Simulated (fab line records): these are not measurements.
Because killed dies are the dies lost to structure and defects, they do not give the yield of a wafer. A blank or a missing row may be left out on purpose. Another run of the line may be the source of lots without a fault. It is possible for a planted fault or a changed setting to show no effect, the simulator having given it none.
Matching of chambers	flow nand_harc	NHARC_A_M0_PRE_CLEAN_31 on pecvd-04 has 3 sister chambers
The step time 12 s. 6 wafers are shown with their chamber, then 8 later ones without.

WAFERS WITH THEIR CHAMBER
wafer	chamber	heater_power_w (W)
L084.4	0	658
L085.6	0	637
L090.3	2	559
L090.4	1	651
L090.6	2	553
L092.2	1	734

WAFERS WITHOUT THEIR CHAMBER
wafer	heater_power_w (W)
L092.3	475
L092.5	737
L092.1	627
L092.4	478
L092.6	638
L095.2	712
L095.4	631
L095.5	711

WHICH CHAMBER EACH ONE RAN IN
wafer	from the rows above	in truth
L092.3	2	2
L092.5	can't be placed: 1 or 0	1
L092.1	can't be placed: 0 or 1 or 2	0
L092.4	2	2
L092.6	can't be placed: 0 or 1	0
L095.2	can't be placed: 1 or 0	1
L095.4	can't be placed: 0 or 1 or 2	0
L095.5	can't be placed: 1 or 0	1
Placed correctly: 2 of 8. Not placeable from these rows: 6 (in 6, the candidates include the true chamber). Placed wrongly: 0.
How it was worked out, from the rows above alone: a wafer's distance from a chamber is the root of the sum, over the readings, of the square of ((its reading less the chamber's mean) divided by the reading's scatter). If the next closest chamber is less than 2 further off than the closest, the wafer can't be placed; otherwise it belongs to the closest. A chamber's mean is the mean of its shown wafers. The scatter: take each reading less its chamber's mean, square it, sum over the shown wafers, divide by the number of wafers less the number of chambers, and take the root.
